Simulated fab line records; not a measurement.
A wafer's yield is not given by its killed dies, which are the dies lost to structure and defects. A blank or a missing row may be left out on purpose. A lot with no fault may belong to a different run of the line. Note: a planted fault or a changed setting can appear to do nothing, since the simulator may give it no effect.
Code-filled problem report in 8D (eight disciplines) form ; flow n5 finfet ; the parts of the form that need people (team, actions taken, sign-off) are left out

== 1. PROBLEM STATEMENT ==
Wafers without a fault read 1500.0 rpm, standard deviation 1.1; spin speed rpm at N5_BEOL_M7_COAT_60 reads a mean of 1591.0 rpm on 6 wafers belonging to 2 lots. Relative to the usual mean, that is a shift of +83 standard deviations.
The step: time 60 s, resist thk 35 nm.
The first sign was on wafer L401.1 at day 11 14:10, on litho track-01. The record holds 36 wafers of 12 lots with a number at this step. Rule for "out", or "out of limits": more than 4 standard deviations from the usual mean. The rest of the wafers with a number are treated as sound.

== 2. WHAT IT IS; WHAT IT IS NOT ==
question;is;is not
which readings at this step;spin speed rpm;plate temp C
which lots;L401, L403;L396, L397, L398, L399, L400, L402, L410, L413, L415, L418
which wafers of those lots;all that have a number;-
read on which tools;litho track-01;litho track-02, litho track-03
when;from day 11 14:10;"up to then (15 sound wafers); but 15 sound wafers of L402, L410, L413, L415, L418 came after"

== 3. THE SUSPECTS, EACH WITH WHAT RULES IT OUT ==
Counting: a tool at any process step up to the reading remains a suspect when it ran all the lots that are out and ran no sound lot after the first of those.
- litho track-01 at N5_BEOL_M7_COAT_60 (time 60 s, resist thk 35 nm): kept. It ran every lot that is out, first L401 (day 11 14:10), and no sound lot after that; its last sound lot up to then is L399 (day 11 05:14). Its own spin speed rpm readings are out on those wafers.
Remaining after the count: litho track-01 at N5_BEOL_M7_COAT_60.

== 4. THE CAUSE (what the simulator had put in) ==
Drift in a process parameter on litho track-01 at N5_BEOL_M7_COAT_60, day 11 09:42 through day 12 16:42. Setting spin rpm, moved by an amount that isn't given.
The count eliminated every tool but this one.

== 5. THE CHAIN OF EFFECTS, in route order ==
Each row: a reading where the mean over the struck wafers with a number is more than 3 standard deviations away from the usual. Readings are gone through only where the record gives a usual standard deviation; hours: the median, over the lots, of the time from a lot's start at the first step in this table giving one to that lot's start at this step; sigmas: the change measured in usual standard deviations.
hours;step;reading;usual;on struck wafers;change;sigmas
0;N5_BEOL_M7_COAT_60;spin speed rpm;1500.0 rpm;1591.0;+91.0;+83
Its process steps:
- N5_BEOL_M7_COAT_60: time 60 s, resist thk 35 nm.

== 6. WHAT WOULD HAVE CAUGHT IT SOONER ==
In this record the first reading out of limits was taken at day 11 14:10, 4 hours after the fault began at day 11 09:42.
